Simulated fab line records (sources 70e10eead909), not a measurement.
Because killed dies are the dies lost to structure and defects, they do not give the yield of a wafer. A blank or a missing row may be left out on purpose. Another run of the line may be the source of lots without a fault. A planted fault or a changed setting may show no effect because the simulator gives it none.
fab line records :: flow nand-harc
record
  lots=7
  wafers=19
  last-day=33
route steps=1302 shown A_ONON_D1@428 END@1302
lots untouched by any fault: they come from a run of this same line in which no faults occurred
start-h: start of the lot's first displayed wafer, in hours after the record's first day :: wait-h: hours elapsed since this lot's preceding step :: " same as the row above :: L1.1+2: one row covering several wafers at once :: - either no value or no given start :: * or withheld: withheld :: < > ~ a bound
route shown NAME@n: names a module that has steps shown in the file, with the first one's number in the route :: usual: average and standard deviation across the fault-free wafers :: same: alike in all rows :: chamber/n: place in a boat :: sites: the reading at each site :: _std_site: the values' standard deviation :: _edge_site: the outer-site mean with the inner-site mean subtracted :: radius-mm: for every site, how far away it sits from the centre of the wafer :: mask NAME#n: copy n :: behind: the tool/chamber that last shaped the wafer :: hold: why the lot was held/for how many hours/how that ended :: device: which transistor (n, p or np) failed to switch :: end of line: the tests these same wafers got at the end of their route :: step lacking rows: just its recipe :: killed: dies lost to structure and defects at the first sort, not the wafer's yield :: map: per-die view of a wafer (x killed, . not killed, _ where there is no die)
set.NAME: the setting that was run; set.NAME@STEP: the one run at that earlier step :: model.NAME: the simulator's own value behind a step, which no gauge read
lots at selected steps of the route; one table per step, one row per wafer
services: a tool's chamber out of use, with start hour (start-h, from the record's first day; less than 0 if before it), hours out, and reason
## steps
# step NHARC_A_ONON_D1_DEP_06
# recipe
  target-thk-a=10000
  n2-flow-sccm=2750
  n2o-flow-sccm=2000
  nh3-flow-sccm=500
  sih4-flow-sccm=210
  temp-c=400
# step NHARC_A_ONON_D1_THK_MEAS_08
# recipe
  thk-meas-gauge=ellipsometry
# usual
  thk-nm=999/8.7
lot.wafer: L858.2
tool: film-metro-02
chamber: -
start-h: 241.78
wait-h: -
thk-nm: 995

lot.wafer: L858.5
tool: film-metro-02
chamber: -
start-h: 241.78
wait-h: -
thk-nm: 994

lot.wafer: L858.6
tool: film-metro-02
chamber: -
start-h: 241.78
wait-h: -
thk-nm: 995

lot.wafer: L859.1
tool: film-metro-01
chamber: -
start-h: 249.65
wait-h: -
thk-nm: 999

lot.wafer: L859.3
tool: film-metro-01
chamber: -
start-h: 249.65
wait-h: -
thk-nm: 998

lot.wafer: L859.4
tool: film-metro-01
chamber: -
start-h: 249.65
wait-h: -
thk-nm: 997

lot.wafer: L860.2
tool: film-metro-01
chamber: -
start-h: 267.70
wait-h: -
thk-nm: 1009

lot.wafer: L860.3
tool: film-metro-01
chamber: -
start-h: 267.70
wait-h: -
thk-nm: 1009

lot.wafer: L860.5
tool: film-metro-01
chamber: -
start-h: 267.70
wait-h: -
thk-nm: 1009

lot.wafer: L868.3
tool: film-metro-01
chamber: -
start-h: 341.39
wait-h: -
thk-nm: 1015

lot.wafer: L868.6
tool: film-metro-01
chamber: -
start-h: 341.39
wait-h: -
thk-nm: 1017

lot.wafer: L870.1
tool: film-metro-01
chamber: -
start-h: 359.41
wait-h: -
thk-nm: 1012

lot.wafer: L870.5
tool: film-metro-01
chamber: -
start-h: 359.41
wait-h: -
thk-nm: 1015

lot.wafer: L870.6
tool: film-metro-01
chamber: -
start-h: 359.41
wait-h: -
thk-nm: 1015

lot.wafer: L871.3
tool: film-metro-01
chamber: -
start-h: 369.61
wait-h: -
thk-nm: 1004

lot.wafer: L871.5
tool: film-metro-01
chamber: -
start-h: 369.61
wait-h: -
thk-nm: 1004

lot.wafer: L873.1
tool: film-metro-02
chamber: -
start-h: 388.69
wait-h: -
thk-nm: 999

lot.wafer: L873.3
tool: film-metro-02
chamber: -
start-h: 388.69
wait-h: -
thk-nm: 999

lot.wafer: L873.5
tool: film-metro-02
chamber: -
start-h: 388.69
wait-h: -
thk-nm: 999
# step NHARC_A_ONON_D1_DEP_09
# recipe
  target-thk-a=10000
  n2-flow-sccm=2750
  n2o-flow-sccm=2000
  nh3-flow-sccm=500
  sih4-flow-sccm=210
  temp-c=400
# step NHARC_A_ONON_D1_THK_MEAS_11
# recipe
  thk-meas-gauge=ellipsometry
# usual
  thk-nm=1001/10
lot.wafer: L858.2
tool: film-metro-02
chamber: -
start-h: 242.35
wait-h: -
thk-nm: 1005

lot.wafer: L858.5
tool: film-metro-02
chamber: -
start-h: 242.35
wait-h: -
thk-nm: 1003

lot.wafer: L858.6
tool: film-metro-02
chamber: -
start-h: 242.35
wait-h: -
thk-nm: 1004

lot.wafer: L859.1
tool: film-metro-02
chamber: -
start-h: 250.22
wait-h: -
thk-nm: 995

lot.wafer: L859.3
tool: film-metro-02
chamber: -
start-h: 250.22
wait-h: -
thk-nm: 996

lot.wafer: L859.4
tool: film-metro-02
chamber: -
start-h: 250.22
wait-h: -
thk-nm: 995

lot.wafer: L860.2
tool: film-metro-02
chamber: -
start-h: 268.28
wait-h: -
thk-nm: 1011

lot.wafer: L860.3
tool: film-metro-02
chamber: -
start-h: 268.28
wait-h: -
thk-nm: 1011

lot.wafer: L860.5
tool: film-metro-02
chamber: -
start-h: 268.28
wait-h: -
thk-nm: 1011

lot.wafer: L868.3
tool: film-metro-02
chamber: -
start-h: 341.95
wait-h: -
thk-nm: 998

lot.wafer: L868.6
tool: film-metro-02
chamber: -
start-h: 341.95
wait-h: -
thk-nm: 999

lot.wafer: L870.1
tool: film-metro-01
chamber: -
start-h: 359.98
wait-h: -
thk-nm: 1005

lot.wafer: L870.5
tool: film-metro-01
chamber: -
start-h: 359.98
wait-h: -
thk-nm: 1006

lot.wafer: L870.6
tool: film-metro-01
chamber: -
start-h: 359.98
wait-h: -
thk-nm: 1006

lot.wafer: L871.3
tool: film-metro-01
chamber: -
start-h: 370.18
wait-h: -
thk-nm: 1001

lot.wafer: L871.5
tool: film-metro-01
chamber: -
start-h: 370.18
wait-h: -
thk-nm: 1000

lot.wafer: L873.1
tool: film-metro-02
chamber: -
start-h: 389.27
wait-h: -
thk-nm: 992

lot.wafer: L873.3
tool: film-metro-02
chamber: -
start-h: 389.27
wait-h: -
thk-nm: 990

lot.wafer: L873.5
tool: film-metro-02
chamber: -
start-h: 389.27
wait-h: -
thk-nm: 991
# step NHARC_A_ONON_D1_DEP_12
# recipe
  target-thk-a=10000
  n2-flow-sccm=2750
  n2o-flow-sccm=2000
  nh3-flow-sccm=500
  sih4-flow-sccm=210
  temp-c=400
# step NHARC_A_ONON_D1_THK_MEAS_14
# recipe
  thk-meas-gauge=ellipsometry
# usual
  thk-nm=1002/9.6
lot.wafer: L858.2
tool: film-metro-02
chamber: -
start-h: 242.92
wait-h: -
thk-nm: 985

lot.wafer: L858.5
tool: film-metro-02
chamber: -
start-h: 242.92
wait-h: -
thk-nm: 985

lot.wafer: L858.6
tool: film-metro-02
chamber: -
start-h: 242.92
wait-h: -
thk-nm: 986

lot.wafer: L859.1
tool: film-metro-02
chamber: -
start-h: 250.79
wait-h: -
thk-nm: 1011

lot.wafer: L859.3
tool: film-metro-02
chamber: -
start-h: 250.79
wait-h: -
thk-nm: 1009

lot.wafer: L859.4
tool: film-metro-02
chamber: -
start-h: 250.79
wait-h: -
thk-nm: 1012

lot.wafer: L860.2
tool: film-metro-01
chamber: -
start-h: 268.84
wait-h: -
thk-nm: 1000

lot.wafer: L860.3
tool: film-metro-01
chamber: -
start-h: 268.84
wait-h: -
thk-nm: 1001

lot.wafer: L860.5
tool: film-metro-01
chamber: -
start-h: 268.84
wait-h: -
thk-nm: 1001

lot.wafer: L868.3
tool: film-metro-02
chamber: -
start-h: 342.52
wait-h: -
thk-nm: 1008

lot.wafer: L868.6
tool: film-metro-02
chamber: -
start-h: 342.52
wait-h: -
thk-nm: 1009

lot.wafer: L870.1
tool: film-metro-02
chamber: -
start-h: 360.55
wait-h: -
thk-nm: 1000

lot.wafer: L870.5
tool: film-metro-02
chamber: -
start-h: 360.55
wait-h: -
thk-nm: 999

lot.wafer: L870.6
tool: film-metro-02
chamber: -
start-h: 360.55
wait-h: -
thk-nm: 1001

lot.wafer: L871.3
tool: film-metro-01
chamber: -
start-h: 370.74
wait-h: -
thk-nm: 998

lot.wafer: L871.5
tool: film-metro-01
chamber: -
start-h: 370.74
wait-h: -
thk-nm: 997

lot.wafer: L873.1
tool: film-metro-01
chamber: -
start-h: 389.87
wait-h: -
thk-nm: 991

lot.wafer: L873.3
tool: film-metro-01
chamber: -
start-h: 389.87
wait-h: -
thk-nm: 990

lot.wafer: L873.5
tool: film-metro-01
chamber: -
start-h: 389.87
wait-h: -
thk-nm: 992
# step NHARC_A_ONON_D1_ANNEAL_15
# recipe
  temp-c=750
  time-s=3600
# step NHARC_A_ONON_D1_DEP_16
# recipe
  target-thk-a=10000
  n2-flow-sccm=2750
  n2o-flow-sccm=2000
  nh3-flow-sccm=500
  sih4-flow-sccm=210
  temp-c=400
# step NHARC_A_ONON_D1_THK_MEAS_18
# recipe
  thk-meas-gauge=ellipsometry
# usual
  thk-nm=1002/8.1
lot.wafer: L858.2
tool: film-metro-01
chamber: -
start-h: 250.51
wait-h: -
thk-nm: 1003

lot.wafer: L858.5
tool: film-metro-01
chamber: -
start-h: 250.51
wait-h: -
thk-nm: 1003

lot.wafer: L858.6
tool: film-metro-01
chamber: -
start-h: 250.51
wait-h: -
thk-nm: 1002

lot.wafer: L859.1
tool: film-metro-02
chamber: -
start-h: 259.13
wait-h: -
thk-nm: 999

lot.wafer: L859.3
tool: film-metro-02
chamber: -
start-h: 259.13
wait-h: -
thk-nm: 998

lot.wafer: L859.4
tool: film-metro-02
chamber: -
start-h: 259.13
wait-h: -
thk-nm: 999

lot.wafer: L860.2
tool: film-metro-01
chamber: -
start-h: 276.66
wait-h: -
thk-nm: 1006

lot.wafer: L860.3
tool: film-metro-01
chamber: -
start-h: 276.66
wait-h: -
thk-nm: 1007

lot.wafer: L860.5
tool: film-metro-01
chamber: -
start-h: 276.66
wait-h: -
thk-nm: 1006

lot.wafer: L868.3
tool: film-metro-02
chamber: -
start-h: 353.29
wait-h: -
thk-nm: 987

lot.wafer: L868.6
tool: film-metro-02
chamber: -
start-h: 353.29
wait-h: -
thk-nm: 988

lot.wafer: L870.1
tool: film-metro-02
chamber: -
start-h: 372.22
wait-h: -
thk-nm: 1003

lot.wafer: L870.5
tool: film-metro-02
chamber: -
start-h: 372.22
wait-h: -
thk-nm: 1003

lot.wafer: L870.6
tool: film-metro-02
chamber: -
start-h: 372.22
wait-h: -
thk-nm: 1005

lot.wafer: L871.3
tool: film-metro-01
chamber: -
start-h: 379.84
wait-h: -
thk-nm: 1004

lot.wafer: L871.5
tool: film-metro-01
chamber: -
start-h: 379.84
wait-h: -
thk-nm: 1001

lot.wafer: L873.1
tool: film-metro-01
chamber: -
start-h: 397.61
wait-h: -
thk-nm: 989

lot.wafer: L873.3
tool: film-metro-01
chamber: -
start-h: 397.61
wait-h: -
thk-nm: 989

lot.wafer: L873.5
tool: film-metro-01
chamber: -
start-h: 397.61
wait-h: -
thk-nm: 988
# step NHARC_A_ONON_D1_DEP_19
# recipe
  target-thk-a=10000
  n2-flow-sccm=2750
  n2o-flow-sccm=2000
  nh3-flow-sccm=500
  sih4-flow-sccm=210
  temp-c=400
# step NHARC_A_ONON_D1_THK_MEAS_21
# recipe
  thk-meas-gauge=ellipsometry
# usual
  thk-nm=999/9.4
lot.wafer: L858.2
tool: film-metro-01
chamber: -
start-h: 251.08
wait-h: -
thk-nm: 1004

lot.wafer: L858.5
tool: film-metro-01
chamber: -
start-h: 251.08
wait-h: -
thk-nm: 1003

lot.wafer: L858.6
tool: film-metro-01
chamber: -
start-h: 251.08
wait-h: -
thk-nm: 1003

lot.wafer: L859.1
tool: film-metro-02
chamber: -
start-h: 259.70
wait-h: -
thk-nm: 996

lot.wafer: L859.3
tool: film-metro-02
chamber: -
start-h: 259.70
wait-h: -
thk-nm: 997

lot.wafer: L859.4
tool: film-metro-02
chamber: -
start-h: 259.70
wait-h: -
thk-nm: 998

lot.wafer: L860.2
tool: film-metro-01
chamber: -
start-h: 277.25
wait-h: -
thk-nm: 995

lot.wafer: L860.3
tool: film-metro-01
chamber: -
start-h: 277.25
wait-h: -
thk-nm: 995

lot.wafer: L860.5
tool: film-metro-01
chamber: -
start-h: 277.25
wait-h: -
thk-nm: 995

lot.wafer: L868.3
tool: film-metro-02
chamber: -
start-h: 353.86
wait-h: -
thk-nm: 995

lot.wafer: L868.6
tool: film-metro-02
chamber: -
start-h: 353.86
wait-h: -
thk-nm: 996

lot.wafer: L870.1
tool: film-metro-01
chamber: -
start-h: 372.78
wait-h: -
thk-nm: 1002

lot.wafer: L870.5
tool: film-metro-01
chamber: -
start-h: 372.78
wait-h: -
thk-nm: 1004

lot.wafer: L870.6
tool: film-metro-01
chamber: -
start-h: 372.78
wait-h: -
thk-nm: 1003

lot.wafer: L871.3
tool: film-metro-01
chamber: -
start-h: 380.40
wait-h: -
thk-nm: 996

lot.wafer: L871.5
tool: film-metro-01
chamber: -
start-h: 380.40
wait-h: -
thk-nm: 997

lot.wafer: L873.1
tool: film-metro-01
chamber: -
start-h: 398.17
wait-h: -
thk-nm: 992

lot.wafer: L873.3
tool: film-metro-01
chamber: -
start-h: 398.17
wait-h: -
thk-nm: 989

lot.wafer: L873.5
tool: film-metro-01
chamber: -
start-h: 398.17
wait-h: -
thk-nm: 993
# step NHARC_A_ONON_D1_DEP_22
# recipe
  target-thk-a=10000
  n2-flow-sccm=2750
  n2o-flow-sccm=2000
  nh3-flow-sccm=500
  sih4-flow-sccm=210
  temp-c=400
# usual
  n2o-flow-sccm=2001/6.4
lot.wafer: L858.2
tool: pecvd-onon-01
chamber: 0
start-h: 251.19
wait-h: 0.1
n2o-flow-sccm: 2003

lot.wafer: L858.5
tool: pecvd-onon-01
chamber: 0
start-h: 251.19
wait-h: 0.1
n2o-flow-sccm: 2004

lot.wafer: L858.6
tool: pecvd-onon-01
chamber: 0
start-h: 251.19
wait-h: 0.1
n2o-flow-sccm: 2011

lot.wafer: L859.1
tool: pecvd-onon-01
chamber: 0
start-h: 259.75
wait-h: 0.1
n2o-flow-sccm: 2008

lot.wafer: L859.3
tool: pecvd-onon-01
chamber: 0
start-h: 259.75
wait-h: 0.1
n2o-flow-sccm: 2005

lot.wafer: L859.4
tool: pecvd-onon-01
chamber: 0
start-h: 259.75
wait-h: 0.1
n2o-flow-sccm: 2003

lot.wafer: L860.2
tool: pecvd-onon-04
chamber: 0
start-h: 277.36
wait-h: 0.1
n2o-flow-sccm: 2005

lot.wafer: L860.3
tool: pecvd-onon-04
chamber: 0
start-h: 277.36
wait-h: 0.1
n2o-flow-sccm: 2003

lot.wafer: L860.5
tool: pecvd-onon-04
chamber: 0
start-h: 277.36
wait-h: 0.1
n2o-flow-sccm: 1999

lot.wafer: L868.3
tool: pecvd-onon-01
chamber: 0
start-h: 354.03
wait-h: 0.2
n2o-flow-sccm: 2008

lot.wafer: L868.6
tool: pecvd-onon-01
chamber: 0
start-h: 354.03
wait-h: 0.2
n2o-flow-sccm: 2003

lot.wafer: L870.1
tool: pecvd-onon-01
chamber: 0
start-h: 372.83
wait-h: 0.1
n2o-flow-sccm: 1998

lot.wafer: L870.5
tool: pecvd-onon-01
chamber: 0
start-h: 372.83
wait-h: 0.1
n2o-flow-sccm: 2008

lot.wafer: L870.6
tool: pecvd-onon-01
chamber: 0
start-h: 372.83
wait-h: 0.1
n2o-flow-sccm: 1998

lot.wafer: L871.3
tool: pecvd-onon-01
chamber: 0
start-h: 380.57
wait-h: 0.2
n2o-flow-sccm: 2015

lot.wafer: L871.5
tool: pecvd-onon-01
chamber: 0
start-h: 380.57
wait-h: 0.2
n2o-flow-sccm: 1997

lot.wafer: L873.1
tool: pecvd-onon-04
chamber: 0
start-h: 398.23
wait-h: 0.1
n2o-flow-sccm: 2001

lot.wafer: L873.3
tool: pecvd-onon-04
chamber: 0
start-h: 398.23
wait-h: 0.1
n2o-flow-sccm: 2003

lot.wafer: L873.5
tool: pecvd-onon-04
chamber: 0
start-h: 398.23
wait-h: 0.1
n2o-flow-sccm: 2005
# step NHARC_A_ONON_D1_THK_MEAS_24
# recipe
  thk-meas-gauge=ellipsometry
# usual
  thk-nm=1002/7.1
lot.wafer: L858.2
tool: film-metro-02
chamber: -
start-h: 251.64
wait-h: -
thk-nm: 996

lot.wafer: L858.5
tool: film-metro-02
chamber: -
start-h: 251.64
wait-h: -
thk-nm: 993

lot.wafer: L858.6
tool: film-metro-02
chamber: -
start-h: 251.64
wait-h: -
thk-nm: 994

lot.wafer: L859.1
tool: film-metro-01
chamber: -
start-h: 260.27
wait-h: -
thk-nm: 1006

lot.wafer: L859.3
tool: film-metro-01
chamber: -
start-h: 260.27
wait-h: -
thk-nm: 1005

lot.wafer: L859.4
tool: film-metro-01
chamber: -
start-h: 260.27
wait-h: -
thk-nm: 1004

lot.wafer: L860.2
tool: film-metro-02
chamber: -
start-h: 277.82
wait-h: -
thk-nm: 1002

lot.wafer: L860.3
tool: film-metro-02
chamber: -
start-h: 277.82
wait-h: -
thk-nm: 1001

lot.wafer: L860.5
tool: film-metro-02
chamber: -
start-h: 277.82
wait-h: -
thk-nm: 1000

lot.wafer: L868.3
tool: film-metro-02
chamber: -
start-h: 354.42
wait-h: -
thk-nm: 994

lot.wafer: L868.6
tool: film-metro-02
chamber: -
start-h: 354.42
wait-h: -
thk-nm: 652

lot.wafer: L870.1
tool: film-metro-02
chamber: -
start-h: 373.35
wait-h: -
thk-nm: 995

lot.wafer: L870.5
tool: film-metro-02
chamber: -
start-h: 373.35
wait-h: -
thk-nm: 651

lot.wafer: L870.6
tool: film-metro-02
chamber: -
start-h: 373.35
wait-h: -
thk-nm: 650

lot.wafer: L871.3
tool: film-metro-01
chamber: -
start-h: 380.97
wait-h: -
thk-nm: 997

lot.wafer: L871.5
tool: film-metro-01
chamber: -
start-h: 380.97
wait-h: -
thk-nm: 655

lot.wafer: L873.1
tool: film-metro-02
chamber: -
start-h: 398.74
wait-h: -
thk-nm: 996

lot.wafer: L873.3
tool: film-metro-02
chamber: -
start-h: 398.74
wait-h: -
thk-nm: 996

lot.wafer: L873.5
tool: film-metro-02
chamber: -
start-h: 398.74
wait-h: -
thk-nm: 998
# step NHARC_A_ONON_D1_DEP_25
# recipe
  target-thk-a=10000
  n2-flow-sccm=2750
  n2o-flow-sccm=2000
  nh3-flow-sccm=500
  sih4-flow-sccm=210
  temp-c=400
# step NHARC_END_SORT_01
# recipe
  temp-c=25
# usual
  killed-at-array=56/18
  killed-at-other=1.4/1.5
  killed-at-periphery=4/3.1
  killed-dies=61/19
  killed-open=3.5/1.8
  killed-short=2.4/1.4
# same
  gross-dies=677
lot.wafer: L868.6
tool: prober-02
chamber: 0
start-h: 742.57
wait-h: 4.0
killed-at-array: 675
killed-at-other: 0
killed-at-periphery: 2
killed-dies: 677
killed-open: 5
killed-short: 1

lot.wafer: L870.5
tool: prober-01
chamber: 0
start-h: 773.55
wait-h: 3.7
killed-at-array: 675
killed-at-other: 1
killed-at-periphery: 1
killed-dies: 677
killed-open: 1
killed-short: 2

lot.wafer: L870.6
tool: prober-01
chamber: 0
start-h: 774.35
wait-h: 4.0
killed-at-array: 672
killed-at-other: 3
killed-at-periphery: 2
killed-dies: 677
killed-open: 4
killed-short: 1

lot.wafer: L871.5
tool: prober-02
chamber: 0
start-h: 773.86
wait-h: 3.7
killed-at-array: 670
killed-at-other: 2
killed-at-periphery: 5
killed-dies: 677
killed-open: 5
killed-short: 3
# killed by level:class
L868.6 A_ONON_D1:area-dep=589 A_SLIT:chamber-film-flake=39 A_CHANNEL_HOLE_D1:chamber-film-flake=31 A_CONTACT:chamber-film-flake=8 P_M1:geometric-particle:open=1 A_ONON_D1:geometric-particle:open=1 A_ONON_D2:geometric-particle:open=1 A_SGD_CUT:geometric-particle:short=1
L870.5 A_ONON_D1:area-dep=593 A_SLIT:chamber-film-flake=30 A_CHANNEL_HOLE_D2:chamber-film-flake=21 A_CONTACT:chamber-film-flake=13 A_CHANNEL_HOLE_D1:chamber-film-flake=9 A_DECK1_JOINT:chamber-film-flake=2 A_BONDPAD:chamber-film-flake=2 A_CHANNEL_HOLE_D1:geometric-particle:short=1
L871.5 A_ONON_D1:area-dep=626 A_SLIT:chamber-film-flake=26 A_CHANNEL_HOLE_D2:chamber-film-flake=7 A_CONTACT:chamber-film-flake=4 P_CONTACT:geometric-particle:open=2 A_STAIRCASE:chamber-film-flake=2 THIN_TSV:chamber-film-flake=2 P_CONTACT:geometric-particle:short=1
L870.6 A_ONON_D1:area-dep=579 A_CHANNEL_HOLE_D2:chamber-film-flake=28 A_SLIT:chamber-film-flake=27 A_CONTACT:chamber-film-flake=20 A_CHANNEL_HOLE_D1:chamber-film-flake=10 A_STAIRCASE:chamber-film-flake=3 THIN_TSV:chamber-film-flake=3 P_GATE:geometric-particle:open=1
# map L868.6 (x killed, . not)
____________x____________
_________xxxxxxx_________
_______xxxxxxxxxxx_______
______xxxxxxxxxxxxx______
_____xxxxxxxxxxxxxxx_____
____xxxxxxxxxxxxxxxxx____
____xxxxxxxxxxxxxxxxx____
___xxxxxxxxxxxxxxxxxxx___
___xxxxxxxxxxxxxxxxxxx___
__xxxxxxxxxxxxxxxxxxxxx__
__xxxxxxxxxxxxxxxxxxxxx__
_xxxxxxxxxxxxxxxxxxxxxxx_
_xxxxxxxxxxxxxxxxxxxxxxx_
_xxxxxxxxxxxxxxxxxxxxxxx_
_xxxxxxxxxxxxxxxxxxxxxxx_
_xxxxxxxxxxxxxxxxxxxxxxx_
xxxxxxxxxxxxxxxxxxxxxxxxx
xxxxxxxxxxxxxxxxxxxxxxxxx
xxxxxxxxxxxxxxxxxxxxxxxxx
xxxxxxxxxxxxxxxxxxxxxxxxx
xxxxxxxxxxxxxxxxxxxxxxxxx
_xxxxxxxxxxxxxxxxxxxxxxx_
_xxxxxxxxxxxxxxxxxxxxxxx_
_xxxxxxxxxxxxxxxxxxxxxxx_
_xxxxxxxxxxxxxxxxxxxxxxx_
_xxxxxxxxxxxxxxxxxxxxxxx_
__xxxxxxxxxxxxxxxxxxxxx__
__xxxxxxxxxxxxxxxxxxxxx__
___xxxxxxxxxxxxxxxxxxx___
___xxxxxxxxxxxxxxxxxxx___
____xxxxxxxxxxxxxxxxx____
____xxxxxxxxxxxxxxxxx____
_____xxxxxxxxxxxxxxx_____
______xxxxxxxxxxxxx______
_______xxxxxxxxxxx_______
_________xxxxxxx_________
____________x____________
# map L870.5 (x killed, . not)
____________x____________
_________xxxxxxx_________
_______xxxxxxxxxxx_______
______xxxxxxxxxxxxx______
_____xxxxxxxxxxxxxxx_____
____xxxxxxxxxxxxxxxxx____
____xxxxxxxxxxxxxxxxx____
___xxxxxxxxxxxxxxxxxxx___
___xxxxxxxxxxxxxxxxxxx___
__xxxxxxxxxxxxxxxxxxxxx__
__xxxxxxxxxxxxxxxxxxxxx__
_xxxxxxxxxxxxxxxxxxxxxxx_
_xxxxxxxxxxxxxxxxxxxxxxx_
_xxxxxxxxxxxxxxxxxxxxxxx_
_xxxxxxxxxxxxxxxxxxxxxxx_
_xxxxxxxxxxxxxxxxxxxxxxx_
xxxxxxxxxxxxxxxxxxxxxxxxx
xxxxxxxxxxxxxxxxxxxxxxxxx
xxxxxxxxxxxxxxxxxxxxxxxxx
xxxxxxxxxxxxxxxxxxxxxxxxx
xxxxxxxxxxxxxxxxxxxxxxxxx
_xxxxxxxxxxxxxxxxxxxxxxx_
_xxxxxxxxxxxxxxxxxxxxxxx_
_xxxxxxxxxxxxxxxxxxxxxxx_
_xxxxxxxxxxxxxxxxxxxxxxx_
_xxxxxxxxxxxxxxxxxxxxxxx_
__xxxxxxxxxxxxxxxxxxxxx__
__xxxxxxxxxxxxxxxxxxxxx__
___xxxxxxxxxxxxxxxxxxx___
___xxxxxxxxxxxxxxxxxxx___
____xxxxxxxxxxxxxxxxx____
____xxxxxxxxxxxxxxxxx____
_____xxxxxxxxxxxxxxx_____
______xxxxxxxxxxxxx______
_______xxxxxxxxxxx_______
_________xxxxxxx_________
____________x____________
## services
tool: pecvd-onon-01
chamber: -
start-h: 233.92
hours: 6.7
kind: repair

tool: pecvd-onon-01
chamber: -
start-h: 269.15
hours: 13.0
kind: pm

tool: pecvd-onon-04
chamber: -
start-h: 311.50
hours: 13.0
kind: pm
## key
first-sign
  step=NHARC_A_ONON_D1_THK_MEAS_24
  reading=thk-nm
  direction=down
  sigmas=49
  usual=1002
  struck=652
effect
  step=NHARC_END_SORT_01
  reading=killed-at-array
  direction=up
  sigmas=34
  usual=56
  struck=673
more-kills-born-at
  NHARC_A_ONON_D1_DEP_22@pecvd-onon-01=2387
met-at NHARC_A_ONON_D1_DEP_22
struck-wafers L868.6,L870.5,L870.6,L871.5
later-rows-left-out L868.6,L870.5,L870.6,L871.5
tester-left-out L868,L870,L871
onset-between 259.75 354.03
fault
  kind=process-parameter-drift
  tool=pecvd-onon-01
  chamber=-
  onset-h=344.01
  steps=NHARC_A_ONON_D1_DEP_22
  channel=target-thk-a
  offset=*
  shape=step
  end-h=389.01
  scope=struck-wafers-only
  acts-in=*
  stated=*
# tester-left-out: of these lots the tester's yield and bins aren't shown, on N5 and GAA mostly nor the transistor test; their killed dies are dies lost to structure and defects alone, not to doping, threshold or leakage, so they don't give the yield
# later-rows-left-out: the simulator's readings of these wafers behind a module that went badly wrong aren't trusted and aren't shown, but for the sort
